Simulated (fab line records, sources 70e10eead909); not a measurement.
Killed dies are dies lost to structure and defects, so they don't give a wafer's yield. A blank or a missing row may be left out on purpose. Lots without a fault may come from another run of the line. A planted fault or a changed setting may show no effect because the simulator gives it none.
Which tool did it? | flow nand_harc | 6 lots, 18 wafers sampled, at 4 steps of a route of 1159

WHAT THE GAUGES READ, wafer by wafer
NHARC_END_SORT_01.
lot  | measured     | on        | killed_open
L579 | day 20 20:11 | prober-02 | 1 3 1
L581 | day 21 04:43 | prober-01 | 5 4 3
L595 | day 24 07:40 | prober-02 | 3 6 1
L596 | day 24 06:50 | prober-01 | 2 5 7

WHICH TOOL RAN EACH LOT (tool, then ch and the chambers of the sampled wafers, then the start)
lot  | NHARC_P_M2_ETCH_28                            | NHARC_P_M2_PRE_CLEAN_30                 | NHARC_P_M2_PRE_CLEAN_32
L577 | rie_diel-06 ch 2,3, day 7 09:23 or earlier    | pvd_sputter-03, day 7 09:23 or earlier  | pecvd-03 ch 0,1,2, day 7 09:23
L579 | rie_diel-08 ch 0,2,3, day 7 20:14 or earlier  | pvd_sputter-02, day 7 20:14 or earlier  | pecvd-03 ch 0,1, day 7 20:14
L581 | rie_diel-06 ch 0,2,3, day 8 06:15 or earlier  | pvd_sputter-02, day 8 06:15 or earlier  | pecvd-03 ch 1,2, day 8 06:15
L583 | rie_diel-06 ch 0,1,2, day 8 18:41 or earlier  | pvd_sputter-03, day 8 18:41 or earlier  | pecvd-03 ch 0,1,2, day 8 18:41
L595 | rie_diel-08 ch 1,2, day 11 14:39 or earlier   | pvd_sputter-02, day 11 14:39 or earlier | pecvd-03 ch 1,2, day 11 14:39
L596 | rie_diel-06 ch 0,1,2, day 11 18:14 or earlier | pvd_sputter-02, day 11 18:14 or earlier | pecvd-03 ch 1,2, day 11 18:14
- NHARC_P_M2_ETCH_28: etches the open film in CF4/N2, target depth 30 nm, time 72.99 s.
- NHARC_P_M2_PRE_CLEAN_30: time 30 s.
- NHARC_P_M2_PRE_CLEAN_32: time 12 s.

THE ANSWER, worked out from the rows above alone
Rule: what is usual is taken from the lots themselves. Put in order of their means at a reading, lots are off if they are a third of the lots or fewer, leave a main group of 4 or more, and stand apart from it by a gap of 3 or more times the standard deviation of the main group's means; of several such gaps the widest counts. A main group whose means are all the same, to the digits that the tables above print for the reading, isn't used. A lot without any number at a reading at which 4 lots or more have one is off too. The other lots that the step has rows for count as sound.
No lot is off at any reading shown: from this, nothing can be told.

WHAT THE SIMULATOR HAD PUT IN
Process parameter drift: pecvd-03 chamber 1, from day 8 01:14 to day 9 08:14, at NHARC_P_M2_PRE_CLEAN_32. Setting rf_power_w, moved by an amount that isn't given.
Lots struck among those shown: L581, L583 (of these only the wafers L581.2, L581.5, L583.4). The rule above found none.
